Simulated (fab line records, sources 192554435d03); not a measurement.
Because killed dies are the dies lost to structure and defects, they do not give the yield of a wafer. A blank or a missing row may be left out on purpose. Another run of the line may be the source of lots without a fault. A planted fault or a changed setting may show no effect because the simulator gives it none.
Matching of chambers | flow n5-finfet | N5_BEOL_M13_ILD_DEP_00 on pecvd-04: 3 sister chambers
The step deposits SiOC from DEMS/O2, target thk 837.92 nm, time 166.4 s. 6 wafers are shown with their chamber, then 11 later ones without.

## EACH WAFER AND ITS CHAMBER
wafer  | chamber | throttle-valve-pct (%) | heater-power-w (W)
L085.5 | 1       | 11.8                   | 499
L086.1 | 0       | 12.6                   | 477
L086.4 | 0       | 12.7                   | 535
L089.5 | 1       | 11.9                   | 534
L089.6 | 2       | 11.0                   | 431
L090.1 | 2       | 11.0                   | 475

## WAFERS MISSING THEIR CHAMBER
wafer  | throttle-valve-pct (%) | heater-power-w (W)
L090.3 | 11.1                   | 384
L090.5 | 11.0                   | 410
L093.3 | 12.4                   | 464
L093.4 | 11.2                   | 483
L093.6 | 10.8                   | 382
L092.3 | 12.7                   | 483
L092.4 | 11.5                   | 487
L092.6 | 10.9                   | 439
L097.1 | 12.6                   | 588
L097.2 | 10.9                   | 392
L097.3 | 12.4                   | 468

## WHICH CHAMBER EACH WENT THROUGH
wafer  | from the rows above | in truth
L090.3 | 2                   | 2
L090.5 | 2                   | 2
L093.3 | 0                   | 0
L093.4 | 2                   | 2
L093.6 | 2                   | 2
L092.3 | 0                   | 0
L092.4 | 1                   | 1
L092.6 | 2                   | 2
L097.1 | 0                   | 0
L097.2 | 2                   | 2
L097.3 | 0                   | 0
Placed correctly: 11 of 11. Not placeable from these rows: 0. Number placed wrongly: 0.
How it was worked out, from the rows above alone: a wafer's distance from a chamber is the root of the sum, over the readings, of the square of ((its reading less the chamber's mean) divided by the reading's scatter). If the next closest chamber is less than 2 further off than the closest, the wafer can't be placed; otherwise it belongs to the closest. For every chamber, the mean is computed from those of its wafers that are shown. The scatter: take each reading less its chamber's mean, square it, sum over the shown wafers, divide by the number of wafers less the number of chambers, and take the root.
